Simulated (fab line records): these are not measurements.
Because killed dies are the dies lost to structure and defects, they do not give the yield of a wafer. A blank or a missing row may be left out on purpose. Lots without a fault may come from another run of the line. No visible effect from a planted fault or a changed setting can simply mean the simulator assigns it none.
fab line records | flow nandHarc
[record] lots = 14 | wafers = 42 | lastDay = 24
route steps=1159 shown P_BONDPAD@375 A_ZERO_WELL@401 A_ONON_D1@424 END@1159
lots that met no fault: from a run of the same line without faults
startH: start of the lot's first displayed wafer, in hours after the record's first day | waitH: hours since the lot's step before | " same as the row above | L1.1+2: one row covering several wafers at once | - no value present, or no start provided | * or withheld: withheld | < > ~ a bound
route shown NAME@n: NAME is a module with steps in the file, n the number in the route of the first one | usual: mean/standard deviation taken from wafers without a fault | same: alike in all rows | chamber/n: place in a boat | sites: readings site by site | _std_site: their standard deviation | _edge_site: mean of outer sites minus mean of inner sites | radiusMm: for every site, how far away it sits from the centre of the wafer | mask NAME#n: copy n | behind: the tool/chamber that last shaped the wafer | hold: the reason the lot was held/the length of the hold in hours/how it ended | device: whichever transistor did not switch (one of n, p or np) | end of line: tests run on the same wafers once the route is complete | a step without rows: its recipe alone | killed: count of dies lost to structure and defects at first sort (not the wafer's yield) | map: a wafer's dies, marking killed ones x, the rest . and places with no die _
set.NAME: the setting as run; set.NAME@STEP: as run at that earlier step | model.NAME: the simulator's own value behind a step, which no gauge read
the route's steps for a sample of lots (tables are steps, rows are wafers)
services: a tool's chamber out of use, with start hour (startH, from the record's first day; less than 0 if before it), hours out, and reason
[[steps]]
[step NHARC_P_BONDPAD_PRE_CLEAN_26]
[recipe] timeS = 30 | tempC = 280 | gas = H2/He
[usual] heaterPowerW = 400/51
lot.wafer | tool          | chamber | startH | waitH | heaterPowerW
L560.4    | pvdSputter-01 | -       | -      | -     | 339
L560.6    | "             | -       | "      | "     | 416
L560.5    | "             | -       | "      | "     | 317
L561.1    | pvdSputter-01 | -       | -      | -     | 337
L561.6    | "             | -       | "      | "     | 385
L561.5    | "             | -       | "      | "     | 342
L563.2    | pvdSputter-03 | -       | -      | -     | 413
L563.4    | "             | -       | "      | "     | 364
L563.1    | "             | -       | "      | "     | 449
L567.2    | pvdSputter-02 | -       | -      | -     | 465
L567.4    | "             | -       | "      | "     | 397
L567.1    | "             | -       | "      | "     | 491
L565.2    | pvdSputter-03 | -       | -      | -     | 370
L565.1    | "             | -       | "      | "     | 419
L565.6    | "             | -       | "      | "     | 365
L566.3    | pvdSputter-02 | -       | -      | -     | 448
L566.6    | "             | -       | "      | "     | 492
L566.5    | "             | -       | "      | "     | 364
L568.4    | pvdSputter-01 | -       | -      | -     | 318
L568.5    | "             | -       | "      | "     | 394
L568.6    | "             | -       | "      | "     | 310
L569.4    | pvdSputter-03 | -       | -      | -     | 367
L569.6    | "             | -       | "      | "     | 358
L569.5    | "             | -       | "      | "     | 461
L570.1    | pvdSputter-01 | -       | -      | -     | 384
L570.4    | "             | -       | "      | "     | 352
L570.2    | "             | -       | "      | "     | 312
L571.2    | pvdSputter-01 | -       | -      | -     | 393
L571.4    | "             | -       | "      | "     | 399
L571.6    | "             | -       | "      | "     | 393
L575.4    | pvdSputter-03 | -       | -      | -     | 448
L575.6    | "             | -       | "      | "     | 367
L575.5    | "             | -       | "      | "     | 454
L580.1    | pvdSputter-03 | -       | -      | -     | 409
L580.2    | "             | -       | "      | "     | 373
L580.4    | "             | -       | "      | "     | 361
L581.3    | pvdSputter-01 | -       | -      | -     | 344
L581.4    | "             | -       | "      | "     | 409
L581.6    | "             | -       | "      | "     | 391
L583.4    | pvdSputter-02 | -       | -      | -     | 467
L583.1    | "             | -       | "      | "     | 470
L583.2    | "             | -       | "      | "     | 421
[step NHARC_P_BONDPAD_PVD_17]
[recipe] targetThkA = 50 | biasV = 168.6 | powerW = 15000 | chamberPressurePa = 0.12 | timeS = 8.06 | substrateTempC = 50 | material = TaN
[usual] throttleValvePct = 30.1/0.89
lot.wafer | tool          | chamber | startH | waitH | throttleValvePct
L560.4    | pvdSputter-01 | -       | -      | -     | 30.8
L560.6    | "             | -       | "      | "     | 30.7
L560.5    | "             | -       | "      | "     | 32.0
L561.1    | pvdSputter-01 | -       | -      | -     | 31.9
L561.5    | "             | -       | "      | "     | 29.6
L561.6    | "             | -       | "      | "     | 30.7
L563.1    | pvdSputter-03 | -       | -      | -     | 30.6
L563.2    | "             | -       | "      | "     | 29.8
L563.4    | "             | -       | "      | "     | 29.9
L567.2    | pvdSputter-02 | -       | -      | -     | 30.5
L567.1    | "             | -       | "      | "     | 30.0
L567.4    | "             | -       | "      | "     | 29.2
L565.1    | pvdSputter-03 | -       | -      | -     | 30.6
L565.2    | "             | -       | "      | "     | 29.9
L565.6    | "             | -       | "      | "     | 29.8
L566.3    | pvdSputter-02 | -       | -      | -     | 29.8
L566.6    | "             | -       | "      | "     | 30.2
L566.5    | "             | -       | "      | "     | 29.1
L568.4    | pvdSputter-01 | -       | -      | -     | 29.7
L568.5    | "             | -       | "      | "     | 32.2
L568.6    | "             | -       | "      | "     | 29.8
L569.4    | pvdSputter-03 | -       | -      | -     | 28.7
L569.6    | "             | -       | "      | "     | 29.9
L569.5    | "             | -       | "      | "     | 30.0
L570.4    | pvdSputter-01 | -       | -      | -     | 32.3
L570.2    | "             | -       | "      | "     | 29.4
L570.1    | "             | -       | "      | "     | 30.1
L571.4    | pvdSputter-01 | -       | -      | -     | 29.9
L571.2    | "             | -       | "      | "     | 29.8
L571.6    | "             | -       | "      | "     | 29.6
L575.4    | pvdSputter-03 | -       | -      | -     | 28.7
L575.6    | "             | -       | "      | "     | 30.4
L575.5    | "             | -       | "      | "     | 29.6
L580.4    | pvdSputter-03 | -       | -      | -     | 28.5
L580.2    | "             | -       | "      | "     | 29.8
L580.1    | "             | -       | "      | "     | 29.7
L581.3    | pvdSputter-01 | -       | -      | -     | 30.0
L581.4    | "             | -       | "      | "     | 29.9
L581.6    | "             | -       | "      | "     | 29.5
L583.2    | pvdSputter-02 | -       | -      | -     | 29.3
L583.4    | "             | -       | "      | "     | 30.3
L583.1    | "             | -       | "      | "     | 30.9
[step NHARC_A_ZERO_WELL_CD_MEAS_10]
[recipe] targetCdNm = 2000 | landingEnergyEv = 500
[usual] cdNm = 1999.7/1.8
lot.wafer | tool     | chamber | startH | waitH | cdNm
L560.4    | cdSem-01 | 0       | 135.57 | -     | 2000.1
L560.5    | "        | 0       | "      | "     | 1998.8
L560.6    | "        | 0       | "      | "     | 1998.8
L561.1    | cdSem-03 | 0       | 147.25 | -     | 2002.4
L561.5    | "        | 0       | "      | "     | 1999.2
L561.6    | "        | 0       | "      | "     | 1997.9
L563.1    | cdSem-02 | 0       | 156.78 | -     | 2001.3
L563.2    | "        | 0       | "      | "     | 2000.1
L563.4    | "        | 0       | "      | "     | 2000.3
L567.1    | cdSem-03 | 0       | 165.60 | -     | 2000.5
L567.2    | "        | 0       | "      | "     | 1999.8
L567.4    | "        | 0       | "      | "     | 1999.4
L565.1    | cdSem-03 | 0       | 166.01 | -     | 2001.1
L565.2    | "        | 0       | "      | "     | 1998.5
L565.6    | "        | 0       | "      | "     | 2001.2
L566.3    | cdSem-01 | 0       | 169.90 | -     | 1999.6
L566.5    | "        | 0       | "      | "     | 2000.9
L566.6    | "        | 0       | "      | "     | 1997.8
L568.4    | cdSem-03 | 0       | 183.16 | -     | 1999.8
L568.5    | "        | 0       | "      | "     | 2000.1
L568.6    | "        | 0       | "      | "     | 1997.1
L569.4    | cdSem-01 | 0       | 189.89 | -     | 2000.6
L569.5    | "        | 0       | "      | "     | 1999.3
L569.6    | "        | 0       | "      | "     | 1999.4
L570.1    | cdSem-03 | 0       | 191.12 | -     | 2000.1
L570.2    | "        | 0       | "      | "     | 1996.6
L570.4    | "        | 0       | "      | "     | 1999.2
L571.2    | cdSem-01 | 0       | 198.08 | -     | 2000.9
L571.4    | "        | 0       | "      | "     | 2002.0
L571.6    | "        | 0       | "      | "     | 2000.9
L575.4    | cdSem-02 | 0       | 222.76 | -     | 2000.1
L575.5    | "        | 0       | "      | "     | 1999.7
L575.6    | "        | 0       | "      | "     | 1999.4
L580.1    | cdSem-02 | 0       | 256.74 | -     | 1997.8
L580.2    | "        | 0       | "      | "     | 1997.4
L580.4    | "        | 0       | "      | "     | 1999.6
L581.3    | cdSem-02 | 0       | 261.13 | -     | 1998.5
L581.4    | "        | 0       | "      | "     | 1997.0
L581.6    | "        | 0       | "      | "     | 1999.6
L583.1    | cdSem-03 | 0       | 279.00 | -     | 2000.2
L583.2    | "        | 0       | "      | "     | 1999.4
L583.4    | "        | 0       | "      | "     | 1997.2
[step NHARC_A_ONON_D1_DEP_00]
[recipe] targetThkA = 10000 | n2FlowSccm = 2750 | n2oFlowSccm = 2000 | nh3FlowSccm = 500 | sih4FlowSccm = 210 | tempC = 400
lot.wafer  | tool         | chamber | startH | waitH
L560.4+5+6 | pecvdOnon-04 | 0       | 156.89 | 0.2
L561.1+5+6 | pecvdOnon-02 | 0       | 176.77 | 0.1
L563.1+2+4 | pecvdOnon-04 | 0       | 176.78 | 0.1
L565.1+2+6 | pecvdOnon-04 | 0       | 191.57 | 0.1
L567.1+2+4 | pecvdOnon-02 | 0       | 191.59 | 0.1
L566.3+5+6 | pecvdOnon-03 | 0       | 191.68 | 0.2
L568.4+5+6 | pecvdOnon-03 | 0       | 207.32 | 0.2
L570.1+2+4 | pecvdOnon-02 | 0       | 214.44 | 0.1
L569.4+5+6 | pecvdOnon-03 | 0       | 214.62 | 0.2
L571.2+4+6 | pecvdOnon-03 | 0       | 226.51 | 0.1
L575.4+5+6 | pecvdOnon-02 | 0       | 245.03 | 0.2
L580.1+2+4 | pecvdOnon-03 | 0       | 281.26 | 0.1
L581.3+4+6 | pecvdOnon-02 | 0       | 281.38 | 0.2
L583.1+2+4 | pecvdOnon-03 | 0       | 304.55 | 0.1
[step NHARC_A_ONON_D1_THK_MEAS_02]
[recipe] thkMeasGauge = ellipsometry
[usual] thkNm = 1001/9.7
lot.wafer | tool         | chamber | startH | waitH | thkNm
L560.4    | filmMetro-02 | -       | 157.23 | -     | 1005
L560.5    | "            | -       | "      | "     | 1007
L560.6    | "            | -       | "      | "     | 1006
L561.1    | filmMetro-01 | -       | 177.28 | -     | 992
L561.5    | "            | -       | "      | "     | 991
L561.6    | "            | -       | "      | "     | 991
L563.1    | filmMetro-02 | -       | 177.28 | -     | 991
L563.2    | "            | -       | "      | "     | 993
L563.4    | "            | -       | "      | "     | 991
L566.3    | filmMetro-02 | -       | 192.08 | -     | 1006
L566.5    | "            | -       | "      | "     | 1005
L566.6    | "            | -       | "      | "     | 1005
L565.1    | filmMetro-01 | -       | 192.08 | -     | 985
L565.2    | "            | -       | "      | "     | 987
L565.6    | "            | -       | "      | "     | 988
L567.1    | filmMetro-02 | -       | 192.10 | -     | 1018
L567.2    | "            | -       | "      | "     | 1019
L567.4    | "            | -       | "      | "     | 1019
L568.4    | filmMetro-01 | -       | 207.66 | -     | 1000
L568.5    | "            | -       | "      | "     | 1004
L568.6    | "            | -       | "      | "     | 1004
L570.1    | filmMetro-02 | -       | 214.94 | -     | 995
L570.2    | "            | -       | "      | "     | 993
L570.4    | "            | -       | "      | "     | 994
L569.4    | filmMetro-01 | -       | 214.95 | -     | 995
L569.5    | "            | -       | "      | "     | 994
L569.6    | "            | -       | "      | "     | 994
L571.2    | filmMetro-02 | -       | 226.97 | -     | 977
L571.4    | "            | -       | "      | "     | 975
L571.6    | "            | -       | "      | "     | 975
L575.4    | filmMetro-02 | -       | 245.37 | -     | 1711
L575.5    | "            | -       | "      | "     | 1714
L575.6    | "            | -       | "      | "     | 1711
L581.3    | filmMetro-01 | -       | 281.77 | -     | 1705
L581.4    | "            | -       | "      | "     | 1705
L581.6    | "            | -       | "      | "     | 1704
L580.1    | filmMetro-01 | -       | 281.78 | -     | 1008
L580.2    | "            | -       | "      | "     | 1010
L580.4    | "            | -       | "      | "     | 1009
L583.1    | filmMetro-02 | -       | 305.06 | -     | 1003
L583.2    | "            | -       | "      | "     | 1000
L583.4    | "            | -       | "      | "     | 1002
[step NHARC_END_SORT_01]
[recipe] tempC = 25
[usual] killedAtArray = 28/10 | killedAtOther = 0.5/0.82 | killedAtPeriphery = 3.4/2.2 | killedDies = 31/10 | killedOpen = 3.4/1.9 | killedShort = 1.9/1.3
[same] grossDies = 677
lot.wafer | tool      | chamber | startH | waitH | killedAtArray | killedAtOther | killedAtPeriphery | killedDies | killedOpen | killedShort
L575.4    | prober-01 | 0       | 525.59 | 3.4   | 673           | 0             | 4                 | 677        | 6          | 1
L575.5    | prober-01 | 0       | 526.38 | 3.7   | 676           | 0             | 1                 | 677        | 3          | 3
L575.6    | prober-01 | 0       | 527.17 | 4.0   | 673           | 0             | 4                 | 677        | 7          | 1
L581.3    | prober-02 | 0       | 574.74 | 3.1   | 674           | 1             | 2                 | 677        | 3          | 2
L581.4    | prober-02 | 0       | 575.55 | 3.4   | 671           | 3             | 3                 | 677        | 2          | 3
L581.6    | prober-02 | 0       | 577.16 | 4.0   | 673           | 2             | 2                 | 677        | 5          | 1
// killed by level:class
L575.4 A_ONON_D1:areaDep=655 A_CHANNEL_HOLE_D1:chamberFilmFlake=9 A_CONTACT:geometricParticle:open=2 A_STAIRCASE:chamberFilmFlake=2 P_GATE:geometricParticle:short=1 P_M0:geometricParticle:open=1 A_ONON_D1:geometricParticle:open=1 A_WL_FILL:geometricParticle:open=1
L575.5 A_ONON_D1:areaDep=660 A_CHANNEL_HOLE_D1:chamberFilmFlake=3 A_CONTACT:chamberFilmFlake=3 A_WL_FILL:geometricParticle:short=2 A_SLIT:chamberFilmFlake=2 P_GATE:geometricParticle:open=1 A_SOURCE_PLATE:geometricParticle:open=1 A_CHANNEL_FILL_D1:geometricParticle:short=1
L575.6 A_ONON_D1:areaDep=657 A_CHANNEL_HOLE_D1:chamberFilmFlake=5 P_CONTACT:geometricParticle:open=2 A_M0:geometricParticle:open=2 P_GATE:chamberFilmFlake=2 A_CONTACT:chamberFilmFlake=2 A_ONON_D1:geometricParticle:short=1 A_ONON_D1:geometricParticle:open=1
L581.3 A_ONON_D1:areaDep=624 A_CHANNEL_HOLE_D1:chamberFilmFlake=23 A_SLIT:chamberFilmFlake=20 A_CONTACT:chamberFilmFlake=3 P_CONTACT:geometricParticle:open=1 P_M2:geometricParticle:short=1 A_ONON_D1:geometricParticle:open=1 A_M0:geometricParticle:open=1
L581.4 A_ONON_D1:areaDep=638 A_CHANNEL_HOLE_D1:chamberFilmFlake=16 A_SLIT:chamberFilmFlake=8 A_CONTACT:chamberFilmFlake=4 THIN_TSV:chamberFilmFlake=3 A_STAIRCASE:chamberFilmFlake=2 P_GATE:geometricParticle:open=1 P_CONTACT:geometricParticle:open=1
L581.6 A_ONON_D1:areaDep=616 A_CHANNEL_HOLE_D1:chamberFilmFlake=24 A_SLIT:chamberFilmFlake=22 A_CONTACT:chamberFilmFlake=4 A_WL_FILL:geometricParticle:open=2 THIN_TSV:chamberFilmFlake=2 P_GATE:geometricParticle:open=1 P_CONTACT:geometricParticle:open=1
[[services]]
tool          | chamber | startH | hours | kind
pecvdOnon-02  | -       | 111.00 | 13.0  | pm
pecvdOnon-03  | -       | 116.06 | 3.8   | repair
pecvdOnon-03  | -       | 153.40 | 13.0  | pm
pvdSputter-01 | -       | 158.10 | 10.0  | pm
pvdSputter-02 | -       | 214.01 | 10.0  | pm
pecvdOnon-04  | -       | 237.34 | 13.0  | pm
pvdSputter-03 | -       | 280.02 | 10.0  | pm
pecvdOnon-02  | -       | 292.18 | 13.0  | pm
[[key]]
[firstSign] step = NHARC_A_ONON_D1_THK_MEAS_02 | reading = thkNm | direction = up | sigmas = 73 | usual = 1001 | struck = 1708
[effect] step = NHARC_END_SORT_01 | reading = killedAtArray | direction = up | sigmas = 63 | usual = 28 | struck = 673
[moreKillsBornAt] NHARC_A_ONON_D1_DEP_00@pecvdOnon-02 = 3850
metAt NHARC_A_ONON_D1_DEP_00
struckLots L575,L581
struckWafers L575.4,L575.5,L575.6,L581.3,L581.4,L581.6
laterRowsLeftOut L575.4,L575.5,L575.6,L581.3,L581.4,L581.6
testerLeftOut L575,L581
notActingAt NHARC_P_BONDPAD_PRE_CLEAN_26,NHARC_P_BONDPAD_PVD_17,NHARC_A_ZERO_WELL_CD_MEAS_10
onsetBetween 214.44 245.03
[fault] kind = processParameterDrift | tool = pecvdOnon-02 | chamber = 0 | onsetH = 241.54 | steps = NHARC_A_ONON_D1_DEP_00 | channel = targetThkA | offset = * | shape = step | endH = 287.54 | actsIn = * | stated = *
// testerLeftOut: of these lots the tester's yield and bins aren't shown, on N5 and GAA mostly nor the transistor test; their killed dies are dies lost to structure and defects alone, not to doping, threshold or leakage, so they don't give the yield
// laterRowsLeftOut: the simulator's readings of these wafers behind a module that went badly wrong aren't trusted and aren't shown, but for the sort
